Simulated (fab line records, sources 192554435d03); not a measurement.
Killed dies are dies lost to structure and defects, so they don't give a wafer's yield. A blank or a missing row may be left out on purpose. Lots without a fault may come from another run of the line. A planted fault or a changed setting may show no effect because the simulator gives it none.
Chamber matching | flow n5_finfet | N5_BEOL_M12_ETCH_67 on rie_diel-06: 4 sister chambers
The step etches SiARC in CF4, target depth 143 nm, time 238.3 s. 8 wafers are shown with their chamber, then 12 later ones without.

WAFERS WITH THEIR CHAMBER
wafer  | chamber | drypump_motor_current_A (A) | showerhead_plenum_p_Torr (Torr)
L088.5 | 2       | 5.1                         | 2.16
L091.1 | 2       | 5.1                         | 2.15
L090.2 | 1       | 6.1                         | 2.05
L090.5 | 0       | 6.2                         | 2.22
L090.6 | 3       | 5.8                         | 2.23
L093.1 | 3       | 5.8                         | 2.23
L093.2 | 1       | 6.0                         | 2.05
L093.3 | 0       | 6.2                         | 2.22

WAFERS WITHOUT THEIR CHAMBER
wafer  | drypump_motor_current_A (A) | showerhead_plenum_p_Torr (Torr)
L093.4 | 5.2                         | 2.15
L093.5 | 6.1                         | 2.05
L093.6 | 6.1                         | 2.22
L092.2 | 5.8                         | 2.23
L092.3 | 5.1                         | 2.15
L092.4 | 6.2                         | 2.22
L097.1 | 6.1                         | 2.05
L097.2 | 5.1                         | 2.15
L097.3 | 6.2                         | 2.22
L097.4 | 5.8                         | 2.23
L097.5 | 5.8                         | 2.23
L097.6 | 6.1                         | 2.22

WHICH CHAMBER EACH WENT THROUGH
wafer  | from the rows above | in truth
L093.4 | 2                   | 2
L093.5 | 1                   | 1
L093.6 | 0                   | 0
L092.2 | 3                   | 3
L092.3 | 2                   | 2
L092.4 | 0                   | 0
L097.1 | 1                   | 1
L097.2 | 2                   | 2
L097.3 | 0                   | 0
L097.4 | 3                   | 3
L097.5 | 3                   | 3
L097.6 | 0                   | 0
Placed correctly: 12 of 12. Can't be placed from these rows: 0. Placed wrongly: 0.
How it was worked out, from the rows above alone: a wafer's distance from a chamber is the root of the sum, over the readings, of the square of ((its reading less the chamber's mean) divided by the reading's scatter). The wafer belongs to the nearest chamber; if the next one is less than 2 further off, it can't be placed. A chamber's mean is the mean of its shown wafers. The scatter: the root of (the sum of the squares of (reading less its chamber's mean) over the shown wafers, divided by (wafers less chambers)).
